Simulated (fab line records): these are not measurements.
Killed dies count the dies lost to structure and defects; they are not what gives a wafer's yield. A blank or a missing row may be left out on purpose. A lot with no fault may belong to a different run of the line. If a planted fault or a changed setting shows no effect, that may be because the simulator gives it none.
Chamber matching	flow nand_harc	4 sister chambers for NHARC_A_STAIRCASE_STRIP_476 on rie_diel-12
The step strips in O2, time 20 s. 4 wafers are shown with their chamber, then 8 later ones without.

## WAFERS PAIRED WITH THEIR CHAMBERS
wafer	chamber	showerhead_plenum_p_Torr (Torr)
L079.5	1	3.41
L082.5	3	3.31
L083.6	0	3.79
L081.3	2	3.31

## WAFERS WHOSE CHAMBER IS MISSING
wafer	showerhead_plenum_p_Torr (Torr)
L081.4	3.41
L081.6	3.31
L086.2	3.78
L086.3	3.31
L086.5	3.31
L097.1	3.40
L097.3	3.30
L097.6	3.30

## WHICH CHAMBER EACH ONE RAN IN
wafer	from the rows above	in truth
L081.4	1	1
L081.6	can't be placed: 2 or 3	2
L086.2	0	0
L086.3	can't be placed: 2 or 3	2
L086.5	can't be placed: 2 or 3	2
L097.1	1	1
L097.3	can't be placed: 2 or 3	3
L097.6	can't be placed: 2 or 3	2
3 of 8 placed correctly. Cannot be placed on the basis of these rows: 5; the candidates contain the true chamber in 5. 0 placed wrongly.
How it was worked out, from the rows above alone: a wafer's distance from a chamber is the root of the sum, over the readings, of the square of ((its reading less the chamber's mean) divided by the reading's scatter). The wafer belongs to the nearest chamber; if the next one is less than 2 further off, it can't be placed. The mean given for a chamber averages the wafers shown for that chamber. The scatter: with one shown wafer a chamber, the root of the mean of the squares of how far each hidden wafer lies from its nearest shown one.
